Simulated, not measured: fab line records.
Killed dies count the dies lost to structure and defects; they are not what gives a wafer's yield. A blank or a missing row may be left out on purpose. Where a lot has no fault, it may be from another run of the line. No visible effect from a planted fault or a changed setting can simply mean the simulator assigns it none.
Lot-split experiment :: flow n5Finfet :: 21 wafers read from 7 lots, route of 1938 steps

## THE SPLIT
At N5_BEOL_M13_COAT_65 (time 60 s, resist thk 350 nm), the setting spinRpm was moved away from the recipe's 1500 rpm on 5 of the 21 wafers read, by -10.7% to +5.8%. For the rest of the wafers, this setting stayed at what the recipe calls for.

The split's own step is where the reading is taken.

## THE READING
SOC_of_BEOL_M13_COAT_65.thkNm (the simulator's own value, which no gauge read), in nm, at N5_BEOL_M13_COAT_65 (time 60 s, resist thk 350 nm). The file gives no usual value for it. Here, 16 wafers ran the recipe; their average is 350.8 nm with a standard deviation of 0.83 nm.

wafer: L086.1
tool, chamber at the split: lithoTrack-05, 0
spinRpm as run, rpm: 1500
against the recipe: recipe
SOC_of_BEOL_M13_COAT_65.thkNm, nm: 351.6
against lot-mates on the recipe: -

wafer: L086.2
tool, chamber at the split: lithoTrack-05, 0
spinRpm as run, rpm: 1500
against the recipe: recipe
SOC_of_BEOL_M13_COAT_65.thkNm, nm: 351.4
against lot-mates on the recipe: -

wafer: L086.4
tool, chamber at the split: lithoTrack-05, 0
spinRpm as run, rpm: 1587
against the recipe: +5.8%
SOC_of_BEOL_M13_COAT_65.thkNm, nm: 341.2
against lot-mates on the recipe: -10.3

wafer: L085.1
tool, chamber at the split: lithoTrack-05, 0
spinRpm as run, rpm: 1500
against the recipe: recipe
SOC_of_BEOL_M13_COAT_65.thkNm, nm: 352.4
against lot-mates on the recipe: -

wafer: L085.2
tool, chamber at the split: lithoTrack-05, 0
spinRpm as run, rpm: 1340
against the recipe: -10.7%
SOC_of_BEOL_M13_COAT_65.thkNm, nm: 371.8
against lot-mates on the recipe: +19.8

wafer: L085.3
tool, chamber at the split: lithoTrack-05, 0
spinRpm as run, rpm: 1500
against the recipe: recipe
SOC_of_BEOL_M13_COAT_65.thkNm, nm: 351.6
against lot-mates on the recipe: -

wafer: L088.3
tool, chamber at the split: lithoTrack-03, 0
spinRpm as run, rpm: 1500
against the recipe: recipe
SOC_of_BEOL_M13_COAT_65.thkNm, nm: 349.2
against lot-mates on the recipe: -

wafer: L088.4
tool, chamber at the split: lithoTrack-03, 0
spinRpm as run, rpm: 1500
against the recipe: recipe
SOC_of_BEOL_M13_COAT_65.thkNm, nm: 350.8
against lot-mates on the recipe: -

wafer: L088.6
tool, chamber at the split: lithoTrack-03, 0
spinRpm as run, rpm: 1500
against the recipe: recipe
SOC_of_BEOL_M13_COAT_65.thkNm, nm: 350.4
against lot-mates on the recipe: -

wafer: L089.1
tool, chamber at the split: lithoTrack-05, 0
spinRpm as run, rpm: 1500
against the recipe: recipe
SOC_of_BEOL_M13_COAT_65.thkNm, nm: 350.6
against lot-mates on the recipe: -

wafer: L089.4
tool, chamber at the split: lithoTrack-05, 0
spinRpm as run, rpm: 1500
against the recipe: recipe
SOC_of_BEOL_M13_COAT_65.thkNm, nm: 350
against lot-mates on the recipe: -

wafer: L089.6
tool, chamber at the split: lithoTrack-05, 0
spinRpm as run, rpm: 1500
against the recipe: recipe
SOC_of_BEOL_M13_COAT_65.thkNm, nm: 350.2
against lot-mates on the recipe: -

wafer: L090.1
tool, chamber at the split: lithoTrack-02, 0
spinRpm as run, rpm: 1500
against the recipe: recipe
SOC_of_BEOL_M13_COAT_65.thkNm, nm: 351.2
against lot-mates on the recipe: -

wafer: L090.4
tool, chamber at the split: lithoTrack-02, 0
spinRpm as run, rpm: 1563
against the recipe: +4.2%
SOC_of_BEOL_M13_COAT_65.thkNm, nm: 343.2
against lot-mates on the recipe: -8.0

wafer: L090.6
tool, chamber at the split: lithoTrack-02, 0
spinRpm as run, rpm: 1563
against the recipe: +4.2%
SOC_of_BEOL_M13_COAT_65.thkNm, nm: 343.4
against lot-mates on the recipe: -7.8

wafer: L091.2
tool, chamber at the split: lithoTrack-02, 0
spinRpm as run, rpm: 1583
against the recipe: +5.5%
SOC_of_BEOL_M13_COAT_65.thkNm, nm: 340.6
against lot-mates on the recipe: -9.5

wafer: L091.3
tool, chamber at the split: lithoTrack-02, 0
spinRpm as run, rpm: 1500
against the recipe: recipe
SOC_of_BEOL_M13_COAT_65.thkNm, nm: 350.4
against lot-mates on the recipe: -

wafer: L091.5
tool, chamber at the split: lithoTrack-02, 0
spinRpm as run, rpm: 1500
against the recipe: recipe
SOC_of_BEOL_M13_COAT_65.thkNm, nm: 349.8
against lot-mates on the recipe: -

wafer: L096.4
tool, chamber at the split: lithoTrack-03, 0
spinRpm as run, rpm: 1500
against the recipe: recipe
SOC_of_BEOL_M13_COAT_65.thkNm, nm: 351.6
against lot-mates on the recipe: -

wafer: L096.5
tool, chamber at the split: lithoTrack-03, 0
spinRpm as run, rpm: 1500
against the recipe: recipe
SOC_of_BEOL_M13_COAT_65.thkNm, nm: 350
against lot-mates on the recipe: -

wafer: L096.6
tool, chamber at the split: lithoTrack-03, 0
spinRpm as run, rpm: 1500
against the recipe: recipe
SOC_of_BEOL_M13_COAT_65.thkNm, nm: 351.4
against lot-mates on the recipe: -

FIT RESULTS
A straight line over all 21 wafers: SOC_of_BEOL_M13_COAT_65.thkNm changes by -1.88 nm for each +1% of spinRpm; r = -0.99; the points scatter about the line by 0.84 nm.
The same after taking each lot's own level away (the mean of its wafers on the recipe; 21 wafers): -1.83 nm for each +1%; r = -1.00; scatter 0.47 nm.
According to that fit, moving spinRpm by its largest amount changes the reading by 20 nm.
Measured against the standard deviation above, the lots' own levels, which go from 350.10 to 352.00 nm, span 2.3 times it.
The two slopes are in agreement: the lot-to-lot level therefore moves the slope only a little.
Check: for one of the wafers moved furthest among these (-10.7%), held out of the fit, the line's prediction against its lot-mates is +19.1 nm. It came out at +19.8 nm against them.

## THESE WAFERS: OTHER SPLITS
Note: prior to the reading, these wafers also went through further splits. Each is held against what the fit with the lots' levels taken away leaves over:
other split on the same wafers: N5_BEOL_M11_VIA_ETCH_34 timeS
wafers away from the commonest value: 5
r with SOC_of_BEOL_M13_COAT_65.thkNm (lot level and that fit taken away): -0.37

other split on the same wafers: N5_BEOL_M11_CURE_72 timeS
wafers away from the commonest value: 8
r with SOC_of_BEOL_M13_COAT_65.thkNm (lot level and that fit taken away): +0.10

## FILE'S OWN FIT
SOC_of_BEOL_M13_COAT_65.thkNm changes by -1.82 nm for each +1% of spinRpm, r = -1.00.
